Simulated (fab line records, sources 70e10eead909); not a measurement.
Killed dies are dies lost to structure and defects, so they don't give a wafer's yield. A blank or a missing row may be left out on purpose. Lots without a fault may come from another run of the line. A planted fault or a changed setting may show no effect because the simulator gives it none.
Problem report in the 8D (eight disciplines) form, filled by code | flow nand_harc | the parts of the form that need people (team, actions taken, sign-off) are left out

1. THE PROBLEM
thk_nm at NHARC_A_SGD_CUT_THK_MEAS_22 reads a mean of 104.6 nm on 4 wafers of 2 lots; wafers without a fault read 148.2 nm with a standard deviation of 1.5. That is -29 standard deviations from the usual mean.
The step: measures by ellipsometry.
First seen on wafer L348.2, day 18 08:56, on film_metro-02. The record holds 33 wafers of 11 lots with a number at this step. Rule for "out", or "out of limits": more than 4 standard deviations from the usual mean. The other wafers with a number count as sound.

2. WHAT IT IS AND WHAT IT IS NOT
question                    | is                             | is not
which readings at this step | thk_nm                         | -
which lots                  | L348, L353                     | L339, L340, L341, L343, L345, L349, L355, L357, L358
which wafers of those lots  | L348.2, L348.4, L353.2, L353.4 | L348.6, L353.3
read on which gauges        | film_metro-01, film_metro-02   | -
when                        | from day 18 08:56              | up to then (16 sound wafers); but 13 sound wafers of L349, L353, L355, L357, L358 came after

3. SUSPECTS, AND WHAT RULES EACH OUT
Counting: a tool at a process step up to the reading stays a suspect if it ran every lot that is out. Sound lots after the first of them don't rule it out here, since some wafers of a struck lot are sound.
- the gauge at NHARC_A_SGD_CUT_THK_MEAS_22: ruled out. The wafers that are out were read on 2 gauges (film_metro-01, film_metro-02).
- rie_diel-02 at NHARC_A_SGD_CUT_DESCUM_14 (chemistry O2, time 3 s): kept. It ran every lot that is out, first L348 (day 17 21:08); its last sound lot up to then is L345 (day 16 09:24).
- rie_diel-02 at NHARC_A_SGD_CUT_ETCH_16 (etches the open film in C4F8/O2/Ar, target depth 310.5 nm, time 155.2 s): kept. It ran every lot that is out, first L348 (day 17 22:14); its last sound lot up to then is L345 (day 16 10:31). NHARC_A_SGD_CUT_ETCH_16 gives no start for some lots, so the hours and the order of its lots are those of NHARC_A_SGD_CUT_DEP_20.
- rie_diel-02 at NHARC_A_SGD_CUT_STRIP_17 (strips in O2): kept. It ran every lot that is out, first L348 (day 17 22:14); its last sound lot up to then is L345 (day 16 10:31). NHARC_A_SGD_CUT_STRIP_17 gives no start for some lots, so the hours and the order of its lots are those of NHARC_A_SGD_CUT_DEP_20.
- fcvd-01 at NHARC_A_SGD_CUT_DEP_20 (deposits SiO2, target thk 150 nm): kept. It ran every lot that is out, first L348 (day 17 22:14); its last sound lot up to then is L341 (day 15 15:06).
Left after counting: rie_diel-02 at NHARC_A_SGD_CUT_DESCUM_14, rie_diel-02 at NHARC_A_SGD_CUT_ETCH_16, rie_diel-02 at NHARC_A_SGD_CUT_STRIP_17, fcvd-01 at NHARC_A_SGD_CUT_DEP_20.

4. THE CAUSE (what the simulator had put in)
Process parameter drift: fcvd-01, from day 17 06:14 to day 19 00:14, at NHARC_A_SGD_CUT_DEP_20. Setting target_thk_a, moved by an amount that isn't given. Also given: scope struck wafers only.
Counting left 4 suspects, and this tool is among them.

5. THE CHAIN OF EFFECTS, in route order
Each row: a reading whose mean over the struck wafers that have a number lies more than 3 standard deviations from the usual. Only readings for which the record gives a usual standard deviation are gone through. hours: the time from each lot's start at the first step in this table that gives one to its start at this step, as a median over the lots. sigmas: the change in usual standard deviations.
hours | step                        | reading            | usual    | on struck wafers | change | sigmas
0     | NHARC_A_SGD_CUT_CMP_21      | time_to_endpoint_s | 50 s     | 34               | -16    | -4.0
0     | NHARC_A_SGD_CUT_THK_MEAS_22 | thk_nm             | 148.2 nm | 104.6            | -43.6  | -29
The process steps in it:
- NHARC_A_SGD_CUT_CMP_21: polishes, target thk 148.19 nm.

6. WHAT WOULD HAVE CAUGHT IT SOONER
In this record the first reading out of limits at a measuring or inspecting step was taken at day 18 08:56, 27 hours after the fault began at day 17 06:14.
Of the lots that are out (2), L353 began NHARC_A_SGD_CUT_DEP_20 on fcvd-01 after day 18 08:56. A hold on the tool at that time would have spared it.
